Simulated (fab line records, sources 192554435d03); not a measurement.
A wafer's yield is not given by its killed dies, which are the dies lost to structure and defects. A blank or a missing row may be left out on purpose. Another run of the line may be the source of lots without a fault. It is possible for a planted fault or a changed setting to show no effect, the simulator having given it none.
Chamber matching -- flow n5_finfet -- rie_diel-06 running N5_BEOL_M12_ETCH_59: 4 sister chambers
The step etches BARC in N2/H2, target depth 89 nm, overetch 26.7 nm, time 67.9 s. 4 wafers are shown with their chamber, then 8 later ones without.

WAFERS WITH THEIR CHAMBER
wafer,chamber,drypump_motor_current_A (A)
L085.3,3,6.0
L085.4,0,5.8
L086.6,2,4.9
L090.3,1,5.8

WAFERS WITH NO CHAMBER GIVEN
wafer,drypump_motor_current_A (A)
L090.4,5.8
L090.6,6.0
L092.4,5.8
L092.5,5.9
L092.6,6.0
L094.2,5.0
L094.3,5.8
L094.6,5.8

WHICH CHAMBER EACH ONE RAN IN
wafer,from the rows above,in truth
L090.4,can't be placed: 0 or 1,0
L090.6,3,3
L092.4,can't be placed: 0 or 1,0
L092.5,can't be placed: 3 or 0 or 1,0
L092.6,3,3
L094.2,2,2
L094.3,can't be placed: 0 or 1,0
L094.6,can't be placed: 0 or 1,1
Correct placement for 3 of the 8. From these rows, 5 cannot be placed; in 5 the true chamber is one of the candidates. Placed wrongly: 0.
How it was worked out, from the rows above alone: a wafer's distance from a chamber is the root of the sum, over the readings, of the square of ((its reading less the chamber's mean) divided by the reading's scatter). If the next closest chamber is less than 2 further off than the closest, the wafer can't be placed; otherwise it belongs to the closest. Each chamber's mean is taken over the wafers shown for it. The scatter (one wafer shown for each chamber): square how far every hidden wafer sits from the nearest shown wafer, average those squares and take the square root.
